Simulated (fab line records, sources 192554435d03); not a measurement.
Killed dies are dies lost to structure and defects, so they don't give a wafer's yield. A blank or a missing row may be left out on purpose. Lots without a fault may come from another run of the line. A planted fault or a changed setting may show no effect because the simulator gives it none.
Chamber matching | flow n5_finfet | N5_MOL_CONTACT_COAG_STRIP_98 on rie_diel-03: 4 sister chambers
The step strips in N2/H2. 18 wafers are shown with their chamber, then 9 later ones without.

WAFERS WITH THEIR CHAMBER
wafer  | chamber | showerhead_plenum_p_Torr (Torr) | throttle_valve_pct (%) | drypump_motor_current_A (A)
L074.1 | 2       | 3.22                            | 19.23                  | 5.3
L074.4 | 0       | 3.31                            | 18.61                  | 5.5
L074.6 | 3       | 3.48                            | 19.45                  | 4.8
L079.4 | 3       | 3.47                            | 19.50                  | 4.9
L079.5 | 1       | 3.57                            | 18.97                  | 6.5
L079.6 | 2       | 3.22                            | 19.24                  | 5.3
L080.2 | 0       | 3.30                            | 18.61                  | 5.5
L080.3 | 3       | 3.47                            | 19.49                  | 4.8
L080.6 | 1       | 3.57                            | 18.93                  | 6.5
L081.1 | 1       | 3.57                            | 18.94                  | 6.5
L081.4 | 0       | 3.30                            | 18.62                  | 5.5
L081.5 | 1       | 3.57                            | 18.92                  | 6.5
L082.1 | 3       | 3.47                            | 19.52                  | 4.9
L082.5 | 3       | 3.47                            | 19.50                  | 4.8
L082.6 | 0       | 3.30                            | 18.60                  | 5.6
L083.1 | 3       | 3.46                            | 19.51                  | 4.9
L083.4 | 1       | 3.57                            | 18.94                  | 6.5
L083.6 | 1       | 3.57                            | 18.93                  | 6.5

SIGNATURES (means of the wafers above)
reading                  | chamber 0 | chamber 1 | chamber 2 | chamber 3 | scatter within a chamber
showerhead_plenum_p_Torr | 3.3025    | 3.5700    | 3.2200    | 3.4700    | 0.00443
throttle_valve_pct       | 18.6100   | 18.9383   | 19.2350   | 19.4950   | 0.0183
drypump_motor_current_A  | 5.525     | 6.500     | 5.300     | 4.850     | 0.0401
Rule: a wafer's distance from a chamber is the root of the sum, over the readings, of the square of ((its reading less the chamber's mean) divided by the reading's scatter). The wafer belongs to the nearest chamber; if the next one is less than 2 further off, it can't be placed. The scatter: the root of (the sum of the squares of (reading less its chamber's mean) over the shown wafers, divided by (wafers less chambers)).

WAFERS WITHOUT THEIR CHAMBER
wafer  | showerhead_plenum_p_Torr (Torr) | throttle_valve_pct (%) | drypump_motor_current_A (A)
L086.1 | 3.21                            | 19.21                  | 5.3
L086.4 | 3.29                            | 18.65                  | 5.5
L086.5 | 3.29                            | 18.63                  | 5.5
L089.3 | 3.21                            | 19.25                  | 5.3
L089.4 | 3.56                            | 18.94                  | 6.5
L089.6 | 3.21                            | 19.25                  | 5.3
L095.1 | 3.29                            | 18.27                  | 5.5
L095.3 | 3.46                            | 19.53                  | 4.9
L095.6 | 3.46                            | 19.52                  | 4.9

WHICH CHAMBER EACH WENT THROUGH
wafer  | from the rows above | in truth
L086.1 | 2                   | 2
L086.4 | 0                   | 0
L086.5 | 0                   | 0
L089.3 | 2                   | 2
L089.4 | 1                   | 1
L089.6 | 2                   | 2
L095.1 | 0                   | 0
L095.3 | 3                   | 3
L095.6 | 3                   | 3
Placed correctly: 9 of 9. Can't be placed from these rows: 0. Placed wrongly: 0.
